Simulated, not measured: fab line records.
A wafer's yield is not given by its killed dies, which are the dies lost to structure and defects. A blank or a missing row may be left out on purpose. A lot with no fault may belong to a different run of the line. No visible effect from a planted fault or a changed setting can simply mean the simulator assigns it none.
fab line records + flow n5Finfet
record
- lots=10
- wafers=29
- lastDay=17
route steps=1938 shown BEOL_M14@1757 BEOL_M15@1773 PASSIVATION@1936
lots that met no fault: taken from a fault-free run of the same line
startH: the number of hours between the record's first day and the start of the first shown wafer of the lot + waitH: hours elapsed since this lot's preceding step + " unchanged from the row above + L1.1+2: a single row standing in for several wafers + - value missing, or start not given + * or withheld: withheld + < > ~ a bound
route shown NAME@n: NAME is a module with steps in the file, n the number in the route of the first one + usual: the fault-free wafers' mean and standard deviation + same: alike in all rows + chamber/n: place in a boat + sites: readings site by site + _std_site: the values' standard deviation + _edge_site: inner sites' mean taken away from outer sites' mean + radiusMm: for every site, how far away it sits from the centre of the wafer + mask NAME#n: copy n + behind: the last tool/chamber to shape the wafer + hold: reason for holding the lot/hours on hold/outcome of the hold + device: whichever transistor did not switch (one of n, p or np) + end of line: the route-end tests of the same wafers + a step without rows: its recipe alone + killed: dies that structure and defects cost at the first sort, which is not the same as the wafer's yield + map: per-die view of a wafer (x killed, . not killed, _ where there is no die)
set.NAME: the run value of the setting; set.NAME@STEP: its run value at that earlier step + model.NAME: the simulator's own value behind a step, which no gauge read
a sample of lots followed through the steps of the route, with each step as a table and each wafer as a row
services: a tool's chamber out of use, with start hour (startH, from the record's first day; less than 0 if before it), hours out, and reason
## steps
# step N5_BEOL_M14_ETCH_38
# recipe
- chemistry=CF4/N2
- target=SiCN
- targetDepthA=1065
- taperDeg=2
- timeS=120.6
- ionEnergyEv=150
- maskMaterial=SiO2
- pressureMtorr=40
- sourceW=430
- biasW=70
- Ar_flow_sccm=100
- cf4FlowSccm=60
- n2FlowSccm=60
# usual
- cf4FlowSccm=60.00/0.16
- drypumpMotorCurrentA=5.6/0.4
- oesProductAu=0.79/0.09
- rfVppV=381.4/1.9
- showerheadPlenumPTorr=2.17/0.06
- throttleValvePct=15.48/0.25
| lot.wafer | tool       | chamber | startH | waitH | cf4FlowSccm | drypumpMotorCurrentA | oesProductAu | rfHoursCounterH | rfVppV | showerheadPlenumPTorr | throttleValvePct |
|-----------|------------|---------|--------|-------|-------------|----------------------|--------------|-----------------|--------|-----------------------|------------------|
| L309.1    | rieDiel-02 | 3       | -      | -     | 59.99       | 5.2                  | 0.84         | 78              | 379.6  | 2.16                  | 15.60            |
| L309.4    | "          | 1       | "      | "     | 60.04       | 5.7                  | 0.69         | -               | 378.6  | 2.09                  | 15.40            |
| L309.5    | "          | 2       | "      | "     | 60.06       | 4.8                  | 0.71         | -               | 383.7  | 2.25                  | 15.37            |
| L313.1    | rieDiel-02 | 2       | -      | -     | 60.03       | 4.8                  | 0.72         | 219             | 383.4  | 2.24                  | 15.39            |
| L313.4    | "          | 1       | "      | "     | 59.99       | 5.7                  | 0.69         | 239             | 378.9  | 2.08                  | 15.42            |
| L313.5    | "          | 0       | "      | "     | 60.10       | 5.9                  | 1.02         | -               | 384.9  | 2.27                  | 15.11            |
| L316.3    | rieDiel-06 | 0       | -      | -     | 59.99       | 5.7                  | 0.90         | 34              | 381.3  | 2.16                  | 15.20            |
| L316.5    | "          | 3       | "      | "     | 60.19       | 5.5                  | 0.81         | -               | 379.5  | 2.15                  | 15.47            |
| L319.1    | rieDiel-02 | 3       | -      | -     | 60.10       | 5.2                  | 0.81         | 104             | 380.5  | 2.15                  | 15.65            |
| L319.4    | "          | 0       | "      | "     | 60.21       | 5.9                  | 0.92         | -               | 382.9  | 2.26                  | 15.15            |
| L319.5    | "          | 2       | "      | "     | 59.99       | 4.8                  | 0.70         | -               | 384.4  | 2.24                  | 15.44            |
| L323.1    | rieDiel-02 | 3       | -      | -     | 60.16       | 5.2                  | 0.79         | 114             | 380.0  | 2.14                  | 15.67            |
| L323.3    | "          | 1       | "      | "     | 59.88       | 5.6                  | 0.95         | 6               | 386.6  | 2.34                  | 14.99            |
| L323.5    | "          | 2       | "      | "     | 59.97       | 4.8                  | 0.69         | -               | 382.0  | 2.23                  | 15.46            |
| L326.1    | rieDiel-04 | 2       | -      | -     | 60.11       | 6.0                  | 0.93         | 13              | 379.9  | 2.15                  | 15.12            |
| L326.2    | "          | 0       | "      | "     | 60.15       | 6.1                  | 0.89         | 18              | 381.2  | 2.24                  | 15.10            |
| L326.3    | "          | 3       | "      | "     | 60.21       | 5.5                  | 0.73         | 182             | 378.9  | 2.11                  | 15.59            |
| L327.2    | rieDiel-06 | 0       | -      | -     | 60.12       | 5.7                  | 0.87         | 59              | 380.8  | 2.15                  | 15.27            |
| L327.4    | "          | 3       | "      | "     | 59.97       | 5.5                  | 0.78         | 130             | 380.9  | 2.14                  | 15.53            |
| L327.5    | "          | 2       | "      | "     | 59.84       | 5.5                  | 0.68         | -               | 380.6  | 2.17                  | 15.83            |
| L329.2    | rieDiel-06 | 1       | -      | -     | 60.37       | 6.2                  | 0.80         | 113             | 379.8  | 2.13                  | 15.70            |
| L329.5    | "          | 0       | "      | "     | 59.90       | 5.7                  | 0.85         | -               | 380.1  | 2.15                  | 15.27            |
| L329.6    | "          | 3       | "      | "     | 59.97       | 5.5                  | 0.77         | -               | 380.9  | 2.14                  | 15.54            |
| L328.1    | rieDiel-02 | 0       | -      | -     | 60.16       | 5.9                  | 0.89         | 40              | 383.5  | 2.26                  | 15.20            |
| L328.4    | "          | 2       | "      | "     | 59.98       | 4.8                  | 0.98         | 1               | 382.6  | 2.23                  | 14.98            |
| L328.5    | "          | 0       | "      | "     | 59.99       | 5.9                  | 0.88         | -               | 383.1  | 2.26                  | 15.21            |
| L330.2    | rieDiel-04 | 2       | -      | -     | 59.82       | 6.0                  | 0.89         | 23              | 380.8  | 2.15                  | 15.14            |
| L330.4    | "          | 3       | "      | "     | 60.29       | 5.5                  | 0.73         | 194             | 379.4  | 2.11                  | 15.62            |
| L330.5    | "          | 0       | "      | "     | 59.85       | 6.1                  | 0.88         | -               | 384.6  | 2.24                  | 15.12            |
# step N5_BEOL_M14_CMP_49
# recipe
- stopOn=SiO2
- tOverpolishS=5.2
- downForcePsi=2
- platenRpm=80
- clearingPlatenDownForcePsi=2
- clearingPlatenRpm=80
- postCmpClean=cuAlkaline
- targetThkNm=560
- clearingPlatenPadVelocityMS=1.5917
- padVelocityMS=1.5917
# usual
- barrierFieldEndpointS=11.47/0.29
- edgeZonePressureFrac=1.000/0.0046
- motorCurrentA=8.2/0.54
- overpolishRunS=5.201/0.0085
- slurryFlowMlMin=149.9/0.47
- timeToEndpointS=124/4.5
| lot.wafer | tool   | chamber | startH | waitH | barrierFieldEndpointS | edgeZonePressureFrac | motorCurrentA | overpolishRunS | slurryFlowMlMin | timeToEndpointS |
|-----------|--------|---------|--------|-------|-----------------------|----------------------|---------------|----------------|-----------------|-----------------|
| L309.4    | cmp-01 | 3       | 262.91 | 0.3   | 11.84                 | 1.005                | 8.2           | 5.218          | 150.3           | 131             |
| L309.1    | "      | 0       | "      | "     | 11.59                 | 0.996                | 7.6           | 5.199          | 150.2           | 129             |
| L309.5    | "      | 3       | "      | "     | 12.02                 | 1.003                | 7.6           | 5.199          | 150.5           | 133             |
| L313.1    | cmp-02 | 3       | 281.78 | 0.3   | 11.23                 | 1.011                | 7.5           | 5.207          | 150.3           | 124             |
| L313.4    | "      | 1       | "      | "     | 11.91                 | 0.995                | 8.9           | 5.194          | 149.4           | 133             |
| L313.5    | "      | 3       | "      | "     | 11.60                 | 1.012                | 7.4           | 5.214          | 149.8           | 125             |
| L316.3    | cmp-02 | 2       | 292.89 | 0.3   | 11.52                 | 1.009                | 8.7           | 5.196          | 149.0           | 129             |
| L316.5    | "      | 0       | "      | "     | 11.29                 | 1.002                | 8.2           | 5.198          | 150.2           | 125             |
| L319.4    | cmp-03 | 1       | 329.06 | 0.2   | 11.05                 | 0.997                | 9.0           | 5.194          | 150.2           | 118             |
| L319.1    | "      | 2       | "      | "     | 11.31                 | 1.004                | 8.1           | 5.194          | 149.2           | 122             |
| L319.5    | "      | 1       | "      | "     | 11.53                 | 0.996                | 8.7           | 5.215          | 150.6           | 121             |
| L323.1    | cmp-02 | 3       | 354.10 | 0.3   | 11.09                 | 0.997                | 7.6           | 5.185          | 149.4           | 122             |
| L323.3    | "      | 1       | "      | "     | 11.54                 | 0.995                | 8.9           | 5.203          | 150.6           | 130             |
| L323.5    | "      | 3       | "      | "     | 11.18                 | 1.003                | 7.4           | 5.196          | 149.2           | 120             |
| L326.3    | cmp-03 | 3       | 354.93 | 0.2   | 11.66                 | 1.005                | 8.7           | 5.192          | 150.5           | 128             |
| L326.2    | "      | 0       | "      | "     | 11.39                 | 1.003                | 7.6           | 5.204          | 150.6           | 119             |
| L326.1    | "      | 1       | "      | "     | 11.37                 | 0.999                | 8.9           | 5.199          | 150.0           | 121             |
| L327.4    | cmp-01 | 0       | 361.36 | 0.2   | 11.75                 | 1.005                | 8.1           | 5.206          | 150.6           | 124             |
| L327.2    | "      | 2       | "      | "     | 11.78                 | 1.008                | 7.3           | 5.201          | 149.5           | 122             |
| L327.5    | "      | 3       | "      | "     | 11.79                 | 1.002                | 8.1           | 5.203          | 149.1           | 125             |
| L329.2    | cmp-02 | 0       | 385.94 | 0.3   | 11.48                 | 0.996                | 8.3           | 5.215          | 150.1           | 122             |
| L329.6    | "      | 3       | "      | "     | 11.51                 | 1.005                | 7.5           | 5.192          | 149.5           | 122             |
| L329.5    | "      | 0       | "      | "     | 11.27                 | 0.999                | 8.8           | 5.210          | 150.0           | 123             |
| L328.4    | cmp-02 | 1       | 386.19 | 0.2   | 12.01                 | 1.001                | 8.9           | 5.205          | 149.7           | 127             |
| L328.1    | "      | 2       | "      | "     | 11.40                 | 1.001                | 8.9           | 5.221          | 150.4           | 121             |
| L328.5    | "      | 1       | "      | "     | 11.99                 | 0.995                | 8.4           | 5.218          | 149.8           | 129             |
| L330.2    | cmp-01 | 0       | 386.48 | 0.3   | 10.98                 | 0.997                | 8.1           | 5.191          | 150.4           | 124             |
| L330.4    | "      | 1       | "      | "     | 10.72                 | 1.001                | 8.3           | 5.197          | 150.1           | 115             |
| L330.5    | "      | 3       | "      | "     | 10.95                 | 1.003                | 7.8           | 5.201          | 150.0           | 121             |
# step N5_BEOL_M14_DEP_53
# recipe
- material=SiCN
- targetThkA=500
- tempC=withheld
- precursor=3MS/NH3
- pressureTorr=3
- rfW=675
- timeS=17.8
# usual
- showerheadPlenumPTorr=4.16/0.039
- showerheadVppV=1538/81
- throttleValvePct=18.0/1.5
| lot.wafer | tool     | chamber | startH | waitH | showerheadPlenumPTorr | showerheadVppV | throttleValvePct |
|-----------|----------|---------|--------|-------|-----------------------|----------------|------------------|
| L309.1    | pecvd-02 | 0       | 263.27 | 0.0   | 4.16                  | 1609           | 16.9             |
| L309.4    | "        | 2       | "      | "     | 4.13                  | 1404           | 17.2             |
| L309.5    | "        | 0       | "      | "     | 4.17                  | 1605           | 16.8             |
| L313.1    | pecvd-01 | 1       | 282.10 | 0.0   | 4.18                  | 1618           | 19.6             |
| L313.4    | "        | 0       | "      | "     | 4.22                  | 1448           | 17.6             |
| L313.5    | "        | 2       | "      | "     | 4.11                  | 1573           | 16.5             |
| L316.3    | pecvd-03 | 0       | 293.13 | 0.0   | 4.19                  | 1672           | 20.5             |
| L316.5    | "        | 2       | "      | "     | 4.14                  | 1444           | 16.8             |
| L319.1    | pecvd-02 | 1       | 329.39 | 0.0   | 4.20                  | 1589           | 20.6             |
| L319.4    | "        | 2       | "      | "     | 4.14                  | 1423           | 17.2             |
| L319.5    | "        | 2       | "      | "     | 4.13                  | 1402           | 17.1             |
| L323.1    | pecvd-01 | 1       | 354.45 | 0.0   | 4.18                  | 1603           | 19.8             |
| L323.3    | "        | 0       | "      | "     | 4.20                  | 1432           | 17.9             |
| L323.5    | "        | 0       | "      | "     | 4.19                  | 1456           | 18.1             |
| L326.1    | pecvd-01 | 1       | 355.25 | 0.0   | 4.18                  | 1584           | 19.4             |
| L326.2    | "        | 2       | "      | "     | 4.10                  | 1575           | 16.9             |
| L326.3    | "        | 0       | "      | "     | 4.22                  | 1480           | 17.7             |
| L327.2    | pecvd-01 | 1       | 361.68 | 0.0   | 4.18                  | 1606           | 19.7             |
| L327.4    | "        | 2       | "      | "     | 4.12                  | 1579           | 16.5             |
| L327.5    | "        | 0       | "      | "     | 4.23                  | 1469           | 17.9             |
| L329.2    | pecvd-03 | 2       | 386.26 | 0.0   | 4.12                  | 1440           | 16.9             |
| L329.5    | "        | 2       | "      | "     | 4.13                  | 1434           | 16.9             |
| L329.6    | "        | 0       | "      | "     | 4.19                  | 1657           | 20.5             |
| L328.1    | pecvd-01 | 2       | 386.53 | 0.0   | 4.12                  | 1577           | 16.7             |
| L328.4    | "        | 0       | "      | "     | 4.22                  | 1479           | 17.8             |
| L328.5    | "        | 0       | "      | "     | 4.21                  | 1465           | 17.5             |
| L330.2    | pecvd-02 | 1       | 386.80 | 0.0   | 4.20                  | 1547           | 20.6             |
| L330.4    | "        | 2       | "      | "     | 4.13                  | 1423           | 17.1             |
| L330.5    | "        | 1       | "      | "     | 4.22                  | 1564           | 20.5             |
# step N5_BEOL_M15_ILD_DEP_00
# recipe
- material=SiO2
- targetThkA=16293
- tempC=400
- precursor=TEOS/O2
- pressureTorr=6.5
- rfW=900
- teosFlowSccm=161.4
- gas=O2
- flowSccm=2650
- timeS=346.1
# usual
- heaterPowerW=466/71
- runLengthS=388.9/0.64
- showerheadPlenumPTorr=8.35/0.044
- showerheadVppV=1778/93
- throttleValvePct=18.6/1.5
| lot.wafer | tool     | chamber | startH | waitH | heaterPowerW | runLengthS | showerheadPlenumPTorr | showerheadVppV | throttleValvePct |
|-----------|----------|---------|--------|-------|--------------|------------|-----------------------|----------------|------------------|
| L309.1    | pecvd-03 | 0       | 263.40 | 0.0   | 436          | 388.9      | 8.40                  | 1917           | 21.3             |
| L309.4    | "        | 2       | "      | "     | 412          | 389.2      | 8.30                  | 1671           | 17.1             |
| L309.5    | "        | 2       | "      | "     | 484          | 389.9      | 8.30                  | 1660           | 17.1             |
| L313.1    | pecvd-04 | 2       | 282.23 | 0.0   | 449          | 388.5      | 8.36                  | 1695           | 18.6             |
| L313.4    | "        | 1       | "      | "     | 453          | 388.8      | 8.35                  | 1842           | 18.5             |
| L313.5    | "        | 0       | "      | "     | 507          | 389.0      | 8.30                  | 1810           | 17.8             |
| L316.3    | pecvd-04 | 1       | 293.26 | 0.0   | 443          | 388.4      | 8.38                  | 1839           | 18.8             |
| L316.5    | "        | 0       | "      | "     | 549          | 428.1      | 8.32                  | 1855           | 17.5             |
| L319.1    | pecvd-04 | 2       | 329.54 | 0.0   | 349          | 388.4      | 8.36                  | 1695           | 18.7             |
| L319.4    | "        | 0       | "      | "     | 518          | 429.1      | 8.31                  | 1820           | 17.5             |
| L319.5    | "        | 2       | "      | "     | 420          | 427.6      | 8.36                  | 1669           | 18.7             |
| L323.1    | pecvd-02 | 2       | 354.58 | 0.0   | 593          | 388.2      | 8.30                  | 1645           | 17.4             |
| L323.3    | "        | 0       | "      | "     | 480          | 389.3      | 8.37                  | 1873           | 17.4             |
| L323.5    | "        | 2       | "      | "     | 473          | 388.2      | 8.30                  | 1657           | 17.7             |
| L326.1    | pecvd-02 | 2       | 355.38 | 0.0   | 518          | 388.2      | 8.30                  | 1620           | 17.6             |
| L326.2    | "        | 0       | "      | "     | 422          | 389.5      | 8.34                  | 1867           | 17.6             |
| L326.3    | "        | 1       | "      | "     | 421          | 389.4      | 8.41                  | 1792           | 21.1             |
| L327.2    | pecvd-02 | 2       | 361.81 | 0.0   | 590          | 388.5      | 8.30                  | 1664           | 17.6             |
| L327.4    | "        | 0       | "      | "     | 539          | 389.5      | 8.35                  | 1819           | 17.7             |
| L327.5    | "        | 1       | "      | "     | 456          | 389.9      | 8.41                  | 1814           | 20.9             |
| L329.2    | pecvd-03 | 2       | 386.39 | 0.0   | 512          | 389.5      | 8.33                  | 1666           | 17.6             |
| L329.5    | "        | 2       | "      | "     | 418          | 389.3      | 8.31                  | 1678           | 17.2             |
| L329.6    | "        | 0       | "      | "     | 415          | 388.0      | 8.40                  | 1945           | 21.2             |
| L328.1    | pecvd-03 | 2       | 386.67 | 0.0   | 441          | 389.4      | 8.32                  | 1669           | 17.3             |
| L328.4    | "        | 1       | "      | "     | 430          | 387.8      | 8.25                  | 1822           | 17.4             |
| L328.5    | "        | 0       | "      | "     | 432          | 388.5      | 8.37                  | 1937           | 21.5             |
| L330.2    | pecvd-04 | 0       | 386.93 | 0.0   | 521          | 389.2      | 8.29                  | 1825           | 17.4             |
| L330.4    | "        | 2       | "      | "     | 448          | 389.0      | 8.36                  | 1674           | 18.8             |
| L330.5    | "        | 0       | "      | "     | 417          | 389.4      | 8.33                  | 1826           | 17.6             |
# step N5_BEOL_M15_THK_MEAS_01
# recipe
- reads=SiO2_of_BEOL_M15_ILD_DEP_00
# usual
- M15_ILD_THK=1632/22
| lot.wafer | tool         | chamber | startH | waitH | M15_ILD_THK[nm] |
|-----------|--------------|---------|--------|-------|-----------------|
| L309.1    | filmMetro-01 | -       | 263.75 | 0.2   | 1598            |
| L309.4    | "            | -       | "      | "     | 1625            |
| L309.5    | "            | -       | "      | "     | 1615            |
| L313.1    | filmMetro-02 | -       | 282.48 | 0.1   | 1606            |
| L313.4    | "            | -       | "      | "     | 1632            |
| L313.5    | "            | -       | "      | "     | 1609            |
| L316.3    | filmMetro-01 | -       | 293.51 | 0.1   | 1589            |
| L316.5    | "            | -       | "      | "     | 1817            |
| L319.1    | filmMetro-01 | -       | 329.79 | 0.1   | 1629            |
| L319.4    | "            | -       | "      | "     | 1842            |
| L319.5    | "            | -       | "      | "     | 1861            |
| L323.1    | filmMetro-01 | -       | 354.83 | 0.1   | 1630            |
| L323.3    | "            | -       | "      | "     | 1620            |
| L323.5    | "            | -       | "      | "     | 1645            |
| L326.1    | filmMetro-01 | -       | 355.63 | 0.1   | 1621            |
| L326.2    | "            | -       | "      | "     | 1605            |
| L326.3    | "            | -       | "      | "     | 1646            |
| L327.2    | filmMetro-02 | -       | 362.06 | 0.1   | 1637            |
| L327.4    | "            | -       | "      | "     | 1648            |
| L327.5    | "            | -       | "      | "     | 1675            |
| L329.2    | filmMetro-02 | -       | 386.64 | 0.1   | 1597            |
| L329.5    | "            | -       | "      | "     | 1619            |
| L329.6    | "            | -       | "      | "     | 1638            |
| L328.1    | filmMetro-02 | -       | 386.92 | 0.1   | 1593            |
| L328.4    | "            | -       | "      | "     | 1632            |
| L328.5    | "            | -       | "      | "     | 1624            |
| L330.2    | filmMetro-01 | -       | 387.18 | 0.1   | 1632            |
| L330.4    | "            | -       | "      | "     | 1640            |
| L330.5    | "            | -       | "      | "     | 1674            |
# step N5_PASSIVATION_PROBE_49
# usual
- defectLimitedYield=91.3/1.5
- killed_at_M0_to_M3=35/8.7
- killed_at_M4_up=14/5.5
- killedAtContacts=11/5.6
- killedAtFrontEnd=39/13
- killedAtOther=3.7/2.2
- killedDies=103/18
- killedOpen=69/14
- killedShort=33/7.8
- sort_bin_4_leakage=0.02/0.15
- sort_bin_5_function=5.1/0.99
- sort_bin_6_memory=3.3/0.67
- sort_bin_8_speed=0.02/0.17
- sortNPass=1077/18
- sortYieldPct=91.2/1.5
# same
- grossDies=1180
- killedAtBackSide=0
| lot.wafer | tool      | chamber | startH | waitH | defectLimitedYield[%] | killed_at_M0_to_M3 | killed_at_M4_up | killedAtContacts | killedAtFrontEnd | killedAtOther | killedDies | killedOpen | killedShort | sort_bin_4_leakage[%] | sort_bin_5_function[%] | sort_bin_6_memory[%] | sort_bin_8_speed[%] | sortNPass | sortYieldPct[%] |
|-----------|-----------|---------|--------|-------|-----------------------|--------------------|-----------------|------------------|------------------|---------------|------------|------------|-------------|-----------------------|------------------------|----------------------|---------------------|-----------|-----------------|
| L316.3    | prober-01 | -       | 312.96 | 0.1   | 91.1                  | 28                 | 26              | 25               | 21               | 5             | 105        | 70         | 35          | 0                     | 5.6                    | 3.1                  | 0                   | 1075      | 91.1            |
| L316.5    | prober-01 | -       | 313.06 | 0.2   | 90.9                  | 30                 | 22              | 14               | 36               | 5             | 107        | 76         | 31          | 0                     | 5.8                    | 2.8                  | 0                   | 1073      | 90.9            |
| L319.1    | prober-02 | -       | 350.42 | 0.0   | 94.1                  | 31                 | 7               | 13               | 18               | 1             | 70         | 46         | 24          | 0                     | 3.8                    | 1.9                  | 0                   | 1110      | 94.1            |
| L319.4    | prober-02 | -       | 350.57 | 0.2   | 91.1                  | 34                 | 15              | 19               | 33               | 4             | 105        | 79         | 26          | 0                     | 6.0                    | 2.5                  | 0                   | 1075      | 91.1            |
| L319.5    | prober-02 | -       | 350.62 | 0.2   | 93.5                  | 34                 | 4               | 10               | 28               | 1             | 77         | 44         | 33          | 0                     | 3.6                    | 2.5                  | 0                   | 1103      | 93.5            |
| L323.1    | prober-02 | -       | 376.56 | 0.0   | 91.9                  | 31                 | 13              | 11               | 33               | 7             | 95         | 64         | 30          | 0                     | 5.1                    | 2.8                  | 0.08                | 1085      | 91.9            |
| L323.3    | prober-02 | -       | 376.66 | 0.1   | 90.6                  | 25                 | 20              | 18               | 45               | 3             | 111        | 76         | 35          | 0                     | 6.2                    | 3.2                  | 0                   | 1069      | 90.6            |
| L323.5    | prober-02 | -       | 376.76 | 0.2   | 90.6                  | 33                 | 17              | 19               | 38               | 4             | 111        | 74         | 36          | 0                     | 6.0                    | 3.2                  | 0                   | 1069      | 90.6            |
| L327.2    | prober-02 | -       | 381.77 | 0.1   | 92.5                  | 35                 | 8               | 11               | 32               | 3             | 89         | 64         | 25          | 0                     | 4.5                    | 3.0                  | 0                   | 1091      | 92.5            |
| L327.4    | prober-02 | -       | 381.87 | 0.2   | 90.7                  | 38                 | 13              | 4                | 47               | 8             | 110        | 86         | 23          | 0                     | 5.6                    | 3.6                  | 0                   | 1070      | 90.7            |
| L327.5    | prober-02 | -       | 381.92 | 0.2   | 90.3                  | 36                 | 9               | 15               | 51               | 3             | 114        | 80         | 32          | 0                     | 5.5                    | 3.6                  | 0.08                | 1065      | 90.3            |
# killed by level:class
L316.3 MOL_CONTACT_COAG:geometricParticle:open=19 GATE_CUT:geometricParticle:short=8 BEOL_M1:geometricParticle:open=8 BEOL_M4:geometricParticle:open=8 MOL_CONTACT_COAG:geometricParticle:short=6 BEOL_M0_SAQP:geometricParticle:open=6 BEOL_M0_SAQP:geometricParticle:short=5 BEOL_M7:geometricParticle:open=5
L316.5 BEOL_M2:geometricParticle:open=12 MOL_CONTACT_COAG:geometricParticle:open=10 DUMMY_GATE:geometricParticle:open=7 BEOL_M1:geometricParticle:open=7 STI_FIN_REVEAL:geometricParticle:open=6 BEOL_M5:geometricParticle:open=6 BEOL_M4:geometricParticle:open=5 FIN_SAQP:geometricParticle:short=4
L319.1 MOL_CONTACT_COAG:geometricParticle:open=12 BEOL_M0_SAQP:geometricParticle:short=7 BEOL_M1:geometricParticle:open=6 BEOL_M0:geometricParticle:open=5 BEOL_M3:geometricParticle:open=5 FIN_SAQP:geometricParticle:open=4 STI_FIN_REVEAL:geometricParticle:open=4 FIN_SAQP:geometricParticle:short=3
L319.4 MOL_CONTACT_COAG:geometricParticle:open=16 FIN_SAQP:geometricParticle:open=14 BEOL_M2:geometricParticle:open=11 FIN_SAQP:geometricParticle:short=9 BEOL_M0_SAQP:geometricParticle:open=9 BEOL_M4:geometricParticle:open=9 BEOL_M3:geometricParticle:open=5 MOL_CONTACT_COAG:geometricParticle:short=3
L319.5 FIN_SAQP:geometricParticle:open=9 BEOL_M0_SAQP:geometricParticle:short=9 FIN_SAQP:geometricParticle:short=8 BEOL_M0_SAQP:geometricParticle:open=8 MOL_CONTACT_COAG:geometricParticle:open=7 BEOL_M1:geometricParticle:open=5 MOL_CONTACT_COAG:geometricParticle:short=3 BEOL_M3:geometricParticle:open=3
L323.1 BEOL_M1:geometricParticle:open=11 FIN_SAQP:geometricParticle:open=9 MOL_CONTACT_COAG:geometricParticle:open=8 BEOL_M0_SAQP:geometricParticle:short=6 DUMMY_GATE:geometricParticle:open=5 BEOL_M0_SAQP:geometricParticle:open=4 BEOL_M2:geometricParticle:open=4 BEOL_M5:geometricParticle:open=3
L323.3 STI_FIN_REVEAL:geometricParticle:open=15 BEOL_M4:geometricParticle:open=13 MOL_CONTACT_COAG:geometricParticle:open=11 FIN_SAQP:geometricParticle:open=9 FIN_SAQP:geometricParticle:short=8 MOL_CONTACT_COAG:geometricParticle:short=7 BEOL_M0_SAQP:geometricParticle:open=6 BEOL_M1:geometricParticle:open=6
L323.5 MOL_CONTACT_COAG:geometricParticle:open=16 BEOL_M1:geometricParticle:open=11 FIN_SAQP:geometricParticle:short=8 DUMMY_GATE:geometricParticle:open=8 FIN_SAQP:geometricParticle:open=6 BEOL_M1:geometricParticle:short=6 BEOL_M4:geometricParticle:open=5 STI_FIN_REVEAL:geometricParticle:open=4
L327.2 BEOL_M2:geometricParticle:open=11 MOL_CONTACT_COAG:geometricParticle:open=9 BEOL_M3:geometricParticle:open=8 GATE_CUT:geometricParticle:open=6 STI_FIN_REVEAL:geometricParticle:open=4 DUMMY_GATE:geometricParticle:open=4 BEOL_M0_SAQP:geometricParticle:short=4 BEOL_M5:geometricParticle:open=3
L327.4 BEOL_M3:geometricParticle:open=18 STI_FIN_REVEAL:geometricParticle:open=11 FIN_SAQP:geometricParticle:open=9 DUMMY_GATE:geometricParticle:open=6 BEOL_M1:geometricParticle:open=6 BEOL_M2:geometricParticle:open=5 PAD_METAL:geometricParticle:open=4 ILD0:geometricParticle:short=4
L327.5 BEOL_M0_SAQP:geometricParticle:open=13 MOL_CONTACT_COAG:geometricParticle:open=12 STI_FIN_REVEAL:geometricParticle:open=9 FIN_SAQP:geometricParticle:open=8 ILD0:geometricParticle:short=7 BEOL_M2:geometricParticle:open=7 BEOL_M0_SAQP:geometricParticle:short=5 BEOL_M1:geometricParticle:open=5
## services
| tool       | chamber | startH | hours | kind          |
|------------|---------|--------|-------|---------------|
| rieDiel-02 | 0       | 240.73 | -     | clean         |
| pecvd-03   | 1       | 244.59 | 14.5  | repair        |
| rieDiel-06 | 0       | 247.66 | 11.7  | repair        |
| cmp-03     | -       | 248.75 | 2.2   | repair        |
| cmp-03     | -       | 265.83 | 7.2   | pm            |
| pecvd-01   | -       | 270.76 | 0.9   | repair        |
| rieDiel-04 | 3       | 275.02 | 10.0  | repair        |
| cmp-03     | -       | 278.20 | 0.8   | repair        |
| rieDiel-06 | 3       | 280.34 | 5.1   | repair        |
| cmp-02     | -       | 287.59 | 5.1   | pm            |
| cmp-01     | -       | 291.90 | 4.0   | pm            |
| pecvd-02   | 1       | 292.93 | 5.5   | scheduledDown |
| cmp-02     | -       | 295.00 | 0.6   | repair        |
| pecvd-03   | 0       | 305.82 | 12.4  | repair        |
| pecvd-04   | 1       | 317.12 | 3.5   | repair        |
| pecvd-02   | 0       | 326.16 | 5.5   | scheduledDown |
| pecvd-03   | -       | 329.15 | 14.6  | pm            |
| cmp-02     | -       | 329.55 | 0.3   | repair        |
| pecvd-03   | -       | 351.09 | 5.5   | pm            |
| rieDiel-04 | 2       | 361.65 | 6.5   | repair        |
| cmp-02     | -       | 367.84 | 1.9   | repair        |
| cmp-02     | -       | 375.85 | 4.0   | pm            |
| pecvd-03   | 1       | 379.09 | 4.7   | repair        |
| pecvd-01   | 1       | 383.45 | 5.7   | repair        |
## key
firstSign
- step=N5_BEOL_M15_ILD_DEP_00
- reading=runLengthS
- direction=up
- sigmas=61
- usual=*
- struck=*
effect
- step=N5_BEOL_M15_THK_MEAS_01
- reading=M15_ILD_THK
- direction=up
- sigmas=9.5
- usual=1632
- struck=1840
metAt N5_BEOL_M15_ILD_DEP_00
struckLots L316,L319
struckWafers L316.5,L319.4,L319.5
notActingAt N5_BEOL_M14_ETCH_38,N5_BEOL_M14_CMP_49,N5_BEOL_M14_DEP_53
onsetBetween 282.23 293.26
fault
- kind=processParameterDrift
- tool=pecvd-04
- chamber=-
- onsetH=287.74
- steps=N5_BEOL_M15_ILD_DEP_00
- channel=timeS
- offset=*
- shape=step
- endH=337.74
- scope=struckWafersOnly
- actsIn=*
- stated=*
